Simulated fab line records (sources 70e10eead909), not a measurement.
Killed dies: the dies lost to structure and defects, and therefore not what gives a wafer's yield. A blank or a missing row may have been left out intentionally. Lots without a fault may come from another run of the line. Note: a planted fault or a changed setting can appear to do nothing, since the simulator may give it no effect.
Struck lot and sound lot, side by side ; flow nandHarc ; 18 steps out of a route of 1302
Sound: wafers L756.2, L756.3, L756.5. Wafers L767.2, L767.3, L767.6 were the ones struck. Last of all comes the cause.
Per side, at each step with rows, come the tool, then ch with its chambers, and then its first start. Under that, the readings that differ: sound wafers ; struck wafers ; difference of the means ; sigmas: that difference in standard deviations of wafers without a fault.
alike: words and numbers the same on both sides, and readings whose means are apart by under 2 such deviations; not compared: readings that were withheld, readings missing a value for some wafer, numbers with overlapping values and no deviation given by the record, and bounds like >300 which may hide the same value.
The two part at a step that has a row with sigmas, a row that says differs or no value, or rows on one side only. When numbers do not overlap yet have no deviation, they are printed without sigmas and do not part them. A reading missing from all wafers of one side parts the sides only when that side holds two or more wafers.

first, 2 steps without rows for these wafers: NHARC_A_BONDPAD_HARDBAKE_10 (time 65 s); NHARC_A_BONDPAD_DESCUM_11 (chemistry O2, time 3 s).
NHARC_A_BONDPAD_ETCH_34: etches the open film in N2/H2, target depth 60 nm, overetch 18 nm, time 65.91 s.
  sound on rieDiel-07 ch 0,2,3, day 26 22:23; struck on rieDiel-07 ch 0,3, day 30 21:00
  alike: drypumpMotorCurrentA, n2FlowSccm, oesProductAu, rfVppV, showerheadPlenumPTorr, throttleValvePct
  not compared: rfHoursCounterH
then, 1 step without rows for these wafers: NHARC_A_BONDPAD_ETCH_12 (etches the open film in CHF3/O2, target depth 220 nm, time 110 s).
NHARC_A_BONDPAD_CD_MEAS_13:
  sound: cdSem-01 at day 26 22:37; struck: cdSem-02 at day 30 21:14
  alike: cdNm
NHARC_A_BONDPAD_STRIP_15: strips in O2.
  sound on rieDiel-01 ch 0,1,3, day 26 22:41; struck on rieDiel-07 ch 0,1, day 30 21:18
  alike: drypumpMotorCurrentA, oesProductAu, rfVppV, showerheadPlenumPTorr, throttleValvePct
  not compared: rfHoursCounterH
then, 5 steps without rows for these wafers: NHARC_A_BONDPAD_ETCH_24 (etches the open film in CF4/N2, target depth 30 nm, time 72.99 s); NHARC_A_BONDPAD_STRIP_16 (strips in post etch residue remover, time 600 s); NHARC_A_BONDPAD_DEGAS_25 (time 60 s); NHARC_A_BONDPAD_PRE_CLEAN_26 (time 30 s); NHARC_A_BONDPAD_PVD_17 (deposits TaN, target thk 5 nm, time 8.06 s).
NHARC_A_BONDPAD_PVD_27: deposits Cu, target thk 30 nm, time 20.49 s.
  sound on pvdSputter-02; struck on pvdSputter-01
  alike: chamberPressurePa, substrateTempC, throttleValvePct
NHARC_A_BONDPAD_ECD_18: material Cu, target thk 400 nm.
  sound on ecdCu-02 ch 1, day 26 23:39; struck on ecdCu-02 ch 0,1, day 30 22:13
NHARC_A_BONDPAD_ANNEAL_28: time 90 s.
  sound on rtpAnneal-02 ch 0, day 27 00:02; struck on rtpAnneal-01 ch 0, day 30 22:38
  alike: wafer_temp_C_max
NHARC_A_BONDPAD_CMP_19: polishes, t overpolish 30 s, cu recess touch 16 s, target thk 169.82 nm.
  sound on cmp-02 ch 0,1, day 27 00:20; struck on cmp-02 ch 0,3, day 30 22:58
  alike: motorCurrentA, overpolishRunS
then, 1 step without rows for these wafers: NHARC_A_BONDPAD_SRD_21 (time 30 s, dry time 20 s).
NHARC_A_BONDPAD_INSPECT_23:
  sound: defectInspect-02 at day 27 00:55; struck: defectInspect-02 at day 30 23:28
reading;sound;struck;difference;sigmas
rawDefectCount;560 454 471;747 958 826;+349;+3
NHARC_END_SORT_01:
  sound on prober-01 ch 0, day 28 08:03; struck on prober-01 ch 0, day 32 04:20
reading;sound;struck;difference;sigmas
defectLimitedYield (%);89.8 91.4 91.1;0 0.1 0.1;-91;-39
killedAtArray;66 56 58;675 672 675;+614;+41
killedDies;69 58 60;677 676 676;+614;+41
  alike: killedAtOther, killedAtPeriphery, killedOpen, killedShort

WHERE THEY PART
Earliest at NHARC_A_BONDPAD_INSPECT_23; latest, in this record, at NHARC_END_SORT_01.

WHY: whatever the simulator had introduced
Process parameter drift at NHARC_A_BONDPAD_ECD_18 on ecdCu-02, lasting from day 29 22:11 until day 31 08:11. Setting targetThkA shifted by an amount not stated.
